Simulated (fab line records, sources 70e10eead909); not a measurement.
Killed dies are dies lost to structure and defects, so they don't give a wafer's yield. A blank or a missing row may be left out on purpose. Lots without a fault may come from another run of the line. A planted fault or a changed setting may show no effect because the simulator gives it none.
Chamber matching | flow nand_harc | NHARC_A_BLC_STRIP_29 on rie_diel-07: 4 sister chambers
The step strips in CF4. 4 wafers are shown with their chamber, then 7 later ones without.

WAFERS WITH THEIR CHAMBER
wafer  | chamber | drypump_motor_current_A (A)
L422.2 | 1       | 5.92
L422.4 | 0       | 5.33
L429.1 | 2       | 6.21
L429.2 | 3       | 6.13

WAFERS WITHOUT THEIR CHAMBER
wafer  | drypump_motor_current_A (A)
L429.4 | 5.93
L433.4 | 5.34
L433.5 | 6.27
L433.6 | 5.92
L438.4 | 5.30
L438.5 | 5.94
L438.6 | 6.14

WHICH CHAMBER EACH WENT THROUGH
wafer  | from the rows above | in truth
L429.4 | 1                   | 1
L433.4 | 0                   | 0
L433.5 | 2                   | 2
L433.6 | 1                   | 1
L438.4 | 0                   | 0
L438.5 | 1                   | 1
L438.6 | 3                   | 3
Placed correctly: 7 of 7. Can't be placed from these rows: 0. Placed wrongly: 0.
How it was worked out, from the rows above alone: a wafer's distance from a chamber is the root of the sum, over the readings, of the square of ((its reading less the chamber's mean) divided by the reading's scatter). The wafer belongs to the nearest chamber; if the next one is less than 2 further off, it can't be placed. A chamber's mean is the mean of its shown wafers. The scatter: with one shown wafer a chamber, the root of the mean of the squares of how far each hidden wafer lies from its nearest shown one.
